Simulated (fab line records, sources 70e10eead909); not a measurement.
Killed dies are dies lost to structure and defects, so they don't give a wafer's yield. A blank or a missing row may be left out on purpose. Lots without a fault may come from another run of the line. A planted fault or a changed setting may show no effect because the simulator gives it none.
Which tool did it? | flow nand_harc | 11 lots, 33 wafers sampled, at 5 steps of a route of 1159

WHAT THE GAUGES READ, wafer by wafer
NHARC_A_M1_CD_MEAS_16. Usual: cd_nm 119.6 nm, standard deviation 1.
lot  | measured     | on        | cd_nm (nm)        | flag
L892 | day 18 04:37 | cd_sem-01 | 118.7 119.4 120.2 |
L894 | day 18 08:04 | cd_sem-02 | 118.5 120.0 119.4 |
L898 | day 19 03:26 | cd_sem-01 | 119.3 120.3 121.4 |
L895 | day 19 06:41 | cd_sem-01 | 120.3 120.2 120.8 |
L900 | day 20 00:41 | cd_sem-01 | 119.6 119.4 119.1 |
L903 | day 20 05:22 | cd_sem-01 | 121.2 118.4 119.7 |
L904 | day 21 01:04 | cd_sem-03 | 119.8 119.3 121.2 |
L906 | day 22 04:02 | cd_sem-03 | 120.2 120.5 119.3 |
L908 | day 22 04:39 | cd_sem-01 | 119.7 119.1 120.9 |
L912 | day 23 06:39 | cd_sem-01 | 118.4 120.0 119.8 |
L913 | day 23 21:17 | cd_sem-02 | 118.3 119.7 117.8 |

NHARC_END_SORT_01. Usual: defect_limited_yield 95.3 %, standard deviation 1.6; killed_at_array 28, standard deviation 11; killed_at_other 0.5, standard deviation 0.87; killed_at_periphery 2.9, standard deviation 2.2; killed_dies 32, standard deviation 11; killed_open 3.2, standard deviation 1.9; killed_short 1.8, standard deviation 1.4; sort_bin_2_pct 1.5 %, standard deviation 0.62; sort_bin_3_pct 0.22 %, standard deviation 0.18; sort_bin_4_pct 3.0 %, standard deviation 1.1; sort_n_pass 645, standard deviation 11; sort_rim_yield_pct 96.1 %, standard deviation 2.4; sort_yield_pct 95.3 %, standard deviation 1.6.
lot  | measured     | on        | defect_limited_yield (%) | killed_at_array | killed_at_other | killed_at_periphery | killed_dies | killed_open | killed_short | sort_bin_2_pct (%) | sort_bin_3_pct (%) | sort_bin_4_pct (%) | sort_n_pass | sort_rim_yield_pct (%) | sort_yield_pct (%) | flag
L894 | day 20 00:14 | prober-02 | 0 0 0                    | 674 673 673     | 1 1 0           | 2 3 4               | 677 677 677 | 2 0 4       | 2 2 0        | 98.2 98.5 98.2     | 0.15 0 0           | 1.6 1.5 1.8        | 0 0 0       | 0 0 0                  | 0 0 0              | OFF
L898 | day 20 20:20 | prober-02 | 0 0 0                    | 676 673 677     | 1 0 0           | 0 4 0               | 677 677 677 | 0 8 3       | 1 1 0        | 98.2 96.2 96.6     | 0 0.15 0.15        | 1.8 3.7 3.2        | 0 0 0       | 0 0 0                  | 0 0 0              | OFF
L895 | day 21 05:05 | prober-01 | 0 0 0                    | 674 677 672     | 0 0 0           | 3 0 5               | 677 677 677 | 3 3 7       | 3 2 4        | 97.2 97.5 96.9     | 0.30 0 0.44        | 2.5 2.5 2.7        | 0 0 0       | 0 0 0                  | 0 0 0              | OFF
L900 | day 21 20:40 | prober-02 | 97.6 97.3 98.2           | 15 16 11        | 0 0 1           | 1 2 0               | 16 18 12    | 4 5 4       | 1 4 2        | 1.0 1.0 0.6        | 0 0 0              | 1.3 1.6 1.2        | 661 659 665 | 98.1 97.2 99.1         | 97.6 97.3 98.2     |
L903 | day 21 20:44 | prober-01 | 93.5 91.9 93.1           | 41 51 46        | 0 0 0           | 3 4 1               | 44 55 47    | 4 6 3       | 3 2 4        | 2.7 3.0 1.8        | 0.44 0.44 0        | 3.4 4.7 5.2        | 633 622 630 | 91.5 96.2 98.1         | 93.5 91.9 93.1     |
L912 | day 24 17:34 | prober-02 | 95.9 91.6 94.7           | 28 53 36        | 0 1 0           | 0 3 0               | 28 57 36    | 0 4 3       | 0 2 1        | 1.2 2.4 1.3        | 0.15 0.30 0.15     | 2.8 5.8 3.8        | 649 620 641 | 94.3 91.5 96.2         | 95.9 91.6 94.7     |

WHICH TOOL RAN EACH LOT (tool, then ch and the chambers of the sampled wafers, then the start)
lot  | NHARC_A_M1_ETCH_35                 | NHARC_A_M1_ETCH_15                            | NHARC_A_M1_ETCH_28
L892 | rie_diel-13 ch 0,1,3, day 18 04:23 | rie_diel-13 ch 0,2,3, day 18 04:37 or earlier | rie_diel-05 ch 1,2,3, no start
L894 | rie_diel-05 ch 0,1,2, day 18 07:51 | rie_diel-05 ch 0,3, day 18 07:56              | rie_diel-08 ch 0,2, day 20 00:14 or earlier
L898 | rie_diel-13 ch 2,3, day 19 03:13   | rie_diel-13 ch 0,1,3, day 19 03:20            | rie_diel-05 ch 0,2,3, day 20 20:20 or earlier
L895 | rie_diel-13 ch 1,3, day 19 06:28   | rie_diel-13 ch 0,2,3, day 19 06:34            | rie_diel-05 ch 0,1,2, day 21 05:05 or earlier
L900 | rie_diel-05 ch 1,2,3, day 20 00:28 | rie_diel-05 ch 1,2, day 20 00:41 or earlier   | rie_diel-05 ch 0,1,3, day 21 20:40 or earlier
L903 | rie_diel-05 ch 0,1, day 20 05:08   | rie_diel-05 ch 1,2,3, day 20 05:22 or earlier | rie_diel-08 ch 0,1,2, day 21 20:44 or earlier
L904 | rie_diel-05 ch 0,1,2, day 21 00:51 | rie_diel-05 ch 1,2,3, day 21 01:04 or earlier | rie_diel-13 ch 1,2,3, no start
L906 | rie_diel-13 ch 1,2,3, day 22 03:49 | rie_diel-13 ch 0,2,3, day 22 04:02 or earlier | rie_diel-08 ch 0,1, no start
L908 | rie_diel-13 ch 2,3, day 22 04:26   | rie_diel-13 ch 0,1,2, day 22 04:39 or earlier | rie_diel-08 ch 1,2,3, no start
L912 | rie_diel-08 ch 1,3, day 23 06:26   | rie_diel-08 ch 1,2,3, day 23 06:39 or earlier | rie_diel-13 ch 0,1,3, day 24 17:34 or earlier
L913 | rie_diel-05 ch 0,1,2, day 23 21:02 | rie_diel-05 ch 0,1,2, day 23 21:17 or earlier | rie_diel-05 ch 0,1, no start
- NHARC_A_M1_ETCH_35: etches the open film in N2/H2, target depth 40 nm, overetch 12 nm, time 43.94 s.
- NHARC_A_M1_ETCH_15: etches the open film in C4F8/Ar, target depth 182.5 nm, time 91.2 s.
- NHARC_A_M1_ETCH_28: etches the open film in CF4/N2, target depth 30 nm, time 72.99 s.

WHAT THE TOOLS THEMSELVES READ (means of the sampled wafers that have a number; where no wafer has one, the mark that the record gives instead)
NHARC_A_M1_ETCH_35. Usual: bias_w 150.0 W, standard deviation 0.46; chamber_pressure_mTorr 30.004 mTorr, standard deviation 0.028; drypump_motor_current_A 5.9 A, standard deviation 0.44; oes_product_au 1.001 a.u., standard deviation 0.012; rf_vpp_V 431.2 V, standard deviation 2.4; showerhead_plenum_p_Torr 2.06 Torr, standard deviation 0.086; throttle_valve_pct 14.172 %, standard deviation 0.0089.
lot  | tool        | bias_w (W) | chamber_pressure_mTorr (mTorr) | drypump_motor_current_A (A) | oes_product_au (a.u.) | rf_vpp_V (V) | showerhead_plenum_p_Torr (Torr) | throttle_valve_pct (%) | flag
L892 | rie_diel-13 | 150.3      | 29.974                         | 5.8                         | 1.010                 | 430.3        | 2.06                            | 14.169                 |
L894 | rie_diel-05 | -          | -                              | -                           | -                     | -            | -                               | -                      | OFF
L898 | rie_diel-13 | -          | -                              | -                           | -                     | -            | -                               | -                      | OFF
L895 | rie_diel-13 | -          | -                              | -                           | -                     | -            | -                               | -                      | OFF
L900 | rie_diel-05 | 150.1      | 30.012                         | 6.1                         | 0.998                 | 429.9        | 2.03                            | 14.164                 |
L903 | rie_diel-05 | 150.0      | 30.018                         | 5.5                         | 1.006                 | 431.1        | 2.05                            | 14.175                 |
L904 | rie_diel-05 | 149.9      | 30.012                         | 5.8                         | 0.997                 | 429.4        | 2.02                            | 14.163                 |
L906 | rie_diel-13 | 150.0      | 30.025                         | 5.6                         | 1.012                 | 430.5        | 2.04                            | 14.179                 |
L908 | rie_diel-13 | 149.8      | 30.014                         | 5.7                         | 1.009                 | 429.4        | 1.96                            | 14.181                 |
L912 | rie_diel-08 | 150.1      | 30.035                         | 6.3                         | 0.983                 | 431.8        | 2.08                            | 14.168                 |
L913 | rie_diel-05 | 150.5      | 30.024                         | 5.8                         | 0.994                 | 430.0        | 2.02                            | 14.171                 |

NHARC_A_M1_ETCH_15. Usual: bias_w 300.0 W, standard deviation 0.86; chamber_pressure_mTorr 24.997 mTorr, standard deviation 0.024; oes_product_au 0.959 a.u., standard deviation 0.021; rf_vpp_V 441.4 V, standard deviation 2.6.
lot  | tool        | bias_w (W) | chamber_pressure_mTorr (mTorr) | oes_product_au (a.u.) | rf_vpp_V (V) | flag
L892 | rie_diel-13 | 300.1      | 24.995                         | 0.931                 | 441.1        |
L894 | rie_diel-05 | 300.1      | 24.989                         | 0.920                 | 440.5        |
L898 | rie_diel-13 | 299.4      | 25.003                         | 0.958                 | 441.0        |
L895 | rie_diel-13 | 300.3      | 24.991                         | 0.936                 | 441.7        |
L900 | rie_diel-05 | 301.0      | 25.000                         | 0.928                 | 440.2        |
L903 | rie_diel-05 | 300.7      | 24.993                         | 0.968                 | 440.8        |
L904 | rie_diel-05 | 300.0      | 24.994                         | 0.969                 | 440.1        |
L906 | rie_diel-13 | 300.0      | 24.996                         | 0.975                 | 441.0        |
L908 | rie_diel-13 | 299.4      | 25.021                         | 0.982                 | 443.7        |
L912 | rie_diel-08 | 299.7      | 24.967                         | 0.966                 | 442.1        |
L913 | rie_diel-05 | 300.3      | 25.000                         | 0.954                 | 440.5        |

NHARC_A_M1_ETCH_28. Usual: bias_w 100.02 W, standard deviation 0.3; cf4_flow_sccm 49.98 sccm, standard deviation 0.13; drypump_motor_current_A 5.9 A, standard deviation 0.41; oes_product_au 1.001 a.u., standard deviation 0.012; rf_vpp_V 314.5 V, standard deviation 1.8; showerhead_plenum_p_Torr 2.65 Torr, standard deviation 0.1; throttle_valve_pct 19.794 %, standard deviation 0.0093.
lot  | tool        | bias_w (W) | cf4_flow_sccm (sccm) | drypump_motor_current_A (A) | oes_product_au (a.u.) | rf_vpp_V (V) | showerhead_plenum_p_Torr (Torr) | throttle_valve_pct (%) | flag
L892 | rie_diel-05 | 100.31     | 49.89                | 6.1                         | 0.993                 | 314.6        | 2.62                            | 19.795                 |
L894 | rie_diel-08 | 99.93      | 49.95                | 5.6                         | 1.009                 | 316.7        | 2.75                            | 19.790                 |
L898 | rie_diel-05 | 99.88      | 50.09                | 5.6                         | 0.991                 | 313.7        | 2.60                            | 19.797                 |
L895 | rie_diel-05 | 99.97      | 50.03                | 5.9                         | 1.003                 | 313.8        | 2.60                            | 19.797                 |
L900 | rie_diel-05 | 99.78      | 50.11                | 5.9                         | 1.001                 | 313.5        | 2.65                            | 19.794                 |
L903 | rie_diel-08 | 99.88      | 49.90                | 5.8                         | 0.999                 | 315.1        | 2.68                            | 19.793                 |
L904 | rie_diel-13 | 100.04     | 49.92                | 5.6                         | 1.014                 | 313.3        | 2.62                            | 19.788                 |
L906 | rie_diel-08 | 100.33     | 49.82                | 5.9                         | 1.002                 | 314.6        | 2.69                            | 19.785                 |
L908 | rie_diel-08 | 100.15     | 49.90                | 6.0                         | 1.001                 | 314.2        | 2.67                            | 19.791                 |
L912 | rie_diel-13 | 99.75      | 49.89                | 5.8                         | 1.006                 | 314.7        | 2.65                            | 19.783                 |
L913 | rie_diel-05 | 99.75      | 50.05                | 5.6                         | 0.992                 | 313.8        | 2.63                            | 19.794                 |

THE ANSWER, worked out from the rows above alone
Rule: a lot is off if the mean of its wafers that have a number lies more than 3 standard deviations from the usual mean. A lot without any number at a reading at which 4 lots or more have one is off too. The other lots that the step has rows for count as sound. The gauges are gone through in route order, then the tools' own readings, and for those a lot's mean is taken as printed above. The first step at which some lot is off is used, and at that step the reading that is off furthest; a lot without a number counts as furthest.
Off: L894, L898, L895, at NHARC_END_SORT_01 (sort_bin_2_pct). Neither off nor sound, because the step has no rows for them: L892, L904, L906, L908, L913.
A tool fits if, at a process step before that reading, it ran every lot that is off, and no sound lot after the first of them. The gauges at NHARC_END_SORT_01 aren't tried: what is off there is off at NHARC_A_M1_ETCH_35 too, on other tools, and a gauge's error can't cause that. NHARC_A_M1_ETCH_15 gives no start for some lots, so the hours and the order of its lots are those of NHARC_A_M1_CD_MEAS_16. NHARC_A_M1_ETCH_28 gives no start for some lots, so the hours and the order of its lots are those of NHARC_END_SORT_01. None of those tried fits.

WHAT THE SIMULATOR HAD PUT IN
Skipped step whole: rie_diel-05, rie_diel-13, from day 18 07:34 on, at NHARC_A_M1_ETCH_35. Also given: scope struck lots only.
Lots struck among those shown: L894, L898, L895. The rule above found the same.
